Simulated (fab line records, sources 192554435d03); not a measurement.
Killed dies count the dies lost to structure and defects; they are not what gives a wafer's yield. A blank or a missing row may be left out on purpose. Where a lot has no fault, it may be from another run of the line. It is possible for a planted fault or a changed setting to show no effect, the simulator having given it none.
Chamber matching | flow n5-finfet | 3 sister chambers for N5_BEOL_M14_DEP_53 on pecvd-01
The step deposits SiCN from 3MS/NH3, target thk 50 nm, time 17.8 s. 20 wafers are shown with their chamber, then 10 later ones without.

## WAFERS WITH THEIR CHAMBER
wafer  | chamber | throttle-valve-pct (%) | showerhead-plenum-p-Torr (Torr)
L074.2 | 0       | 18.7                   | 4.128
L074.4 | 0       | 19.1                   | 4.138
L074.6 | 1       | 18.6                   | 4.150
L075.2 | 0       | 18.7                   | 4.129
L075.4 | 1       | 18.2                   | 4.133
L075.5 | 0       | 19.1                   | 4.136
L077.1 | 0       | 18.9                   | 4.136
L077.5 | 0       | 18.9                   | 4.136
L077.6 | 2       | 16.9                   | 4.187
L079.1 | 2       | 17.1                   | 4.183
L079.2 | 1       | 18.3                   | 4.156
L079.3 | 0       | 18.8                   | 4.127
L083.1 | 2       | 17.3                   | 4.178
L083.3 | 1       | 18.6                   | 4.143
L083.5 | 0       | 19.0                   | 4.144
L088.1 | 0       | 18.8                   | 4.137
L088.3 | 2       | 17.3                   | 4.178
L088.6 | 2       | 17.5                   | 4.187
L087.1 | 1       | 18.5                   | 4.147
L087.2 | 2       | 17.1                   | 4.180

SIGNATURES (averages over the wafers above)
reading                  | chamber 0 | chamber 1 | chamber 2 | scatter within a chamber
throttle-valve-pct       | 18.889    | 18.440    | 17.200    | 0.178
showerhead-plenum-p-Torr | 4.13456   | 4.14580   | 4.18217   | 0.00607
Rule: for each reading, subtract the chamber's mean from the wafer's reading, divide by that reading's scatter and square the result; add these up over the readings and take the root, which gives the wafer's distance from the chamber. The wafer belongs to the nearest chamber; if the next one is less than 2 further off, it can't be placed. How the scatter is found: for the shown wafers, subtract from each reading the mean of its chamber, square and add these, divide the total by (wafers less chambers), then take the root.

## WAFERS WHOSE CHAMBER IS MISSING
wafer  | throttle-valve-pct (%) | showerhead-plenum-p-Torr (Torr)
L087.5 | 18.4                   | 4.158
L092.3 | 18.6                   | 4.151
L092.4 | 18.9                   | 4.123
L092.5 | 16.9                   | 4.174
L093.1 | 18.6                   | 4.157
L093.2 | 17.1                   | 4.186
L093.6 | 18.5                   | 4.149
L095.2 | 19.0                   | 4.141
L095.3 | 18.5                   | 4.146
L095.6 | 18.9                   | 4.138

## WHICH CHAMBER EACH ONE RAN IN
wafer  | from the rows above     | in truth
L087.5 | 1                       | 1
L092.3 | can't be placed: 1 or 0 | 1
L092.4 | 0                       | 0
L092.5 | 2                       | 2
L093.1 | can't be placed: 1 or 0 | 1
L093.2 | 2                       | 2
L093.6 | 1                       | 1
L095.2 | 0                       | 0
L095.3 | 1                       | 1
L095.6 | 0                       | 0
8 of 10 placed correctly. Cannot be placed on the basis of these rows: 2; the candidates contain the true chamber in 2. Wrongly placed: 0.
